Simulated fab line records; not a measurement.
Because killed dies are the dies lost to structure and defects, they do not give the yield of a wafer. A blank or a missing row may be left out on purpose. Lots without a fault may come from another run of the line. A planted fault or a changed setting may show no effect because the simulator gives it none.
Chamber matching    flow nand_harc    NHARC_P_M2_STRIP_18 on rie_diel-11: 4 sister chambers
The step strips in N2/H2. 4 wafers are shown with their chamber, then 9 later ones without.

## WAFERS, EACH WITH ITS CHAMBER
wafer   chamber  showerhead_plenum_p_Torr (Torr)
L085.3  0        2.11
L088.1  1        1.95
L088.2  3        1.97
L088.6  2        2.09

## WAFERS WITHOUT THEIR CHAMBER
wafer   showerhead_plenum_p_Torr (Torr)
L089.2  1.94
L089.5  2.09
L089.6  1.97
L090.2  1.97
L090.5  1.97
L090.6  2.09
L092.2  1.94
L092.3  2.09
L092.4  1.97

## CHAMBER TAKEN BY EACH
wafer   from the rows above  in truth
L089.2  1                    1
L089.5  2                    2
L089.6  3                    3
L090.2  3                    3
L090.5  3                    3
L090.6  2                    2
L092.2  1                    1
L092.3  2                    2
L092.4  3                    3
9 of 9 placed correctly. Left unplaced by these rows: 0. Number placed wrongly: 0.
How it was worked out, from the rows above alone: a wafer's distance from a chamber is the root of the sum, over the readings, of the square of ((its reading less the chamber's mean) divided by the reading's scatter). If the next closest chamber is less than 2 further off than the closest, the wafer can't be placed; otherwise it belongs to the closest. The mean given for a chamber averages the wafers shown for that chamber. The scatter (one wafer shown for each chamber): square how far every hidden wafer sits from the nearest shown wafer, average those squares and take the square root.
